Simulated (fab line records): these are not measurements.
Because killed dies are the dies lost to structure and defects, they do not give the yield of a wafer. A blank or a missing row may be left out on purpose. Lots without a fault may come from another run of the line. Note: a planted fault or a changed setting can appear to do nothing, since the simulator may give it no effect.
Which tool is to blame?	flow n5Finfet	Sampling: 24 lots, 72 wafers, 2 of 1938 route steps

== WHAT EACH GAUGE READ, for each wafer ==
N5_FIN_SAQP_THK_MEAS_05.
lot	measured	on	thkNm (nm)
L074	day 1 20:56	filmMetro-02	37.9 38.5 38.9
L075	day 2 02:42	filmMetro-01	38.2 38.5 38.1
L076	day 2 09:06	filmMetro-01	38.2 38.8 37.9
L077	day 2 15:35	filmMetro-01	36.9 37.2 39.0
L078	day 2 21:31	filmMetro-01	37.2 37.3 38.0
L079	day 3 03:18	filmMetro-02	37.4 37.8 37.1
L080	day 3 10:03	filmMetro-02	37.5 38.1 37.3
L081	day 3 14:49	filmMetro-02	38.0 38.1 39.0
L082	day 3 21:28	filmMetro-01	38.1 37.9 38.6
L083	day 4 03:26	filmMetro-02	37.8 36.9 37.9
L084	day 4 08:43	filmMetro-02	37.7 37.5 36.6
L085	day 4 15:21	filmMetro-01	37.6 37.0 37.5
L086	day 4 20:41	filmMetro-02	38.2 37.4 38.6
L087	day 5 06:27	filmMetro-01	37.5 37.8 38.0
L088	day 5 09:17	filmMetro-02	38.0 38.4 38.8
L089	day 5 14:49	filmMetro-02	38.1 38.3 37.5
L090	day 5 21:55	filmMetro-02	37.8 37.9 38.0
L091	day 6 03:52	filmMetro-02	38.0 38.5 38.9
L092	day 6 09:02	filmMetro-02	38.1 38.5 38.1
L093	day 6 14:56	filmMetro-01	38.1 38.6 38.4
L094	day 6 20:57	filmMetro-01	37.7 37.1 38.0
L095	day 7 02:54	filmMetro-02	37.8 37.6 38.4
L096	day 7 10:05	filmMetro-01	37.7 37.1 38.5
L097	day 7 15:27	filmMetro-01	38.2 37.5 38.7

== TOOL THAT RAN EACH LOT (tool first, then ch and the chambers of the sampled wafers, then the start) ==
lot	N5_PMOS_HMC_CHANNEL_EPI_ETCH_32
L074	rieDiel-01 ch 1,2,3, day 1 17:31
L075	rieDiel-03 ch 1,2,3, day 1 23:08
L076	rieDiel-01 ch 0,2,3, day 2 05:37
L077	rieDiel-03 ch 0,1,3, day 2 11:43
L078	rieDiel-01 ch 0,2,3, day 2 17:33
L079	rieDiel-03 ch 0,1,2, day 2 23:53
L080	rieDiel-02 ch 2,3, day 3 05:55
L081	rieDiel-02 ch 2,3, day 3 11:27
L082	rieDiel-02 ch 0,1,3, day 3 17:54
L083	rieDiel-01 ch 0,2,3, day 3 23:32
L084	rieDiel-01 ch 1,2,3, day 4 05:21
L085	rieDiel-03 ch 1,2,3, day 4 11:52
L086	rieDiel-03 ch 2,3, day 4 17:16
L087	rieDiel-02 ch 0,2,3, day 5 02:48
L088	rieDiel-02 ch 2,3, day 5 05:47
L089	rieDiel-02 ch 0,2,3, day 5 11:16
L090	rieDiel-02 ch 0,1,2, day 5 18:29
L091	rieDiel-03 ch 1,2,3, day 6 00:04
L092	rieDiel-01 ch 0,2,3, day 6 05:17
L093	rieDiel-02 ch 1,2,3, day 6 11:35
L094	rieDiel-02 ch 2,3, day 6 17:29
L095	rieDiel-03 ch 1,2, day 6 23:13
L096	rieDiel-01 ch 1,2,3, day 7 06:08
L097	rieDiel-02 ch 0,1,3, day 7 11:56
- N5_PMOS_HMC_CHANNEL_EPI_ETCH_32: etches BARC in N2/H2, stops on SiO2, target depth 85.8 nm, time 50.3 s.

== WHAT THE TOOLS THEMSELVES READ (means of the sampled wafers that have a number; where no wafer has one, the mark that the record gives instead) ==
N5_PMOS_HMC_CHANNEL_EPI_ETCH_32.
lot	tool	drypumpMotorCurrentA (A)	oesProductAu (a.u.)	rfVppV (V)	showerheadPlenumPTorr (Torr)	throttleValvePct (%)
L074	rieDiel-01	5.8	0.67	523.6	2.52	18.0
L075	rieDiel-03	5.4	0.64	522.7	2.50	18.2
L076	rieDiel-01	6.2	0.66	524.7	2.55	17.8
L077	rieDiel-03	5.2	0.65	523.7	2.55	18.2
L078	rieDiel-01	6.2	0.66	523.2	2.54	17.8
L079	rieDiel-03	5.4	0.63	523.8	2.57	18.3
L080	rieDiel-02	5.5	0.71	525.3	2.56	17.6
L081	rieDiel-02	5.5	0.71	524.3	2.56	17.6
L082	rieDiel-02	5.5	0.67	524.2	2.55	17.8
L083	rieDiel-01	6.2	0.65	524.2	2.54	17.8
L084	rieDiel-01	5.8	0.65	522.4	2.51	18.0
L085	rieDiel-03	5.4	0.63	522.5	2.49	18.3
L086	rieDiel-03	5.6	0.63	522.0	2.47	18.3
L087	rieDiel-02	5.6	0.66	525.0	2.58	17.8
L088	rieDiel-02	5.7	0.68	524.3	2.55	17.8
L089	rieDiel-02	5.6	0.65	524.9	2.58	17.8
L090	rieDiel-02	5.7	0.64	523.2	2.54	18.0
L091	rieDiel-03	5.4	0.62	522.8	2.49	18.3
L092	rieDiel-01	6.2	0.64	524.4	2.53	17.8
L093	rieDiel-02	5.6	0.68	522.4	2.52	17.9
L094	rieDiel-02	5.7	0.67	524.0	2.55	17.8
L095	rieDiel-03	5.4	0.59	523.0	2.51	18.4
L096	rieDiel-01	5.8	0.64	522.0	2.50	18.0
L097	rieDiel-02	5.5	0.65	523.7	2.54	17.9

== THE ANSWER, worked out from the rows above alone ==
Rule: usual is defined by the lots themselves. The widest of any qualifying gaps counts: lots, ordered by their means at a reading, are off when they make up no more than a third of the lots, leave a main group of 4 or more, and stand apart from it by 3 or more times the standard deviation of that group's means. A main group is skipped when, at the precision printed for the reading in the tables above, its means are all equal. A lot without any number at a reading at which 4 lots or more have one is off too. The other lots that the step has rows for count as sound. First the gauges in route order, then the tools' own readings, where a lot's mean is used as printed above. At the first step where some lot is off, the reading lying furthest off is the one used; lots without a number count as furthest.
No lot is off on any of the readings shown, so nothing can be concluded from this.

== WHAT THE SIMULATOR HAD PUT IN ==
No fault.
